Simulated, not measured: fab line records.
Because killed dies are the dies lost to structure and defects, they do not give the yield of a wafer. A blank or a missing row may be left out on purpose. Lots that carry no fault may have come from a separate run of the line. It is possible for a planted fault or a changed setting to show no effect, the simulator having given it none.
Matching of chambers -- flow n5-finfet -- N5_SD_EPI_P_DESCUM_14 on rie-diel-01: 4 sister chambers
The step chemistry O2, time 7.9 s. 4 wafers are shown with their chamber, then 10 later ones without.

## WAFERS WITH THEIR CHAMBER
wafer,chamber,showerhead-plenum-p-Torr (Torr)
L083.5,2,2.17
L084.1,3,1.99
L085.2,1,2.09
L085.3,0,2.11

## WAFERS WITHOUT THEIR CHAMBER
wafer,showerhead-plenum-p-Torr (Torr)
L085.6,1.99
L094.1,1.98
L094.2,2.10
L094.3,2.16
L096.3,2.08
L096.5,1.98
L096.6,2.16
L097.1,2.16
L097.5,2.16
L097.6,1.98

## CHAMBER TAKEN BY EACH
wafer,from the rows above,in truth
L085.6,3,3
L094.1,3,3
L094.2,can't be placed: 0 or 1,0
L094.3,2,2
L096.3,1,1
L096.5,3,3
L096.6,2,2
L097.1,2,2
L097.5,2,2
L097.6,3,3
Correct placement for 9 of the 10. These rows do not allow placing 1 (true chamber among the candidates in 1). Placed wrongly: 0.
How it was worked out, from the rows above alone: a wafer's distance from a chamber is the root of the sum, over the readings, of the square of ((its reading less the chamber's mean) divided by the reading's scatter). If the next closest chamber is less than 2 further off than the closest, the wafer can't be placed; otherwise it belongs to the closest. Each chamber's mean is taken over the wafers shown for it. The scatter: with one shown wafer a chamber, the root of the mean of the squares of how far each hidden wafer lies from its nearest shown one.
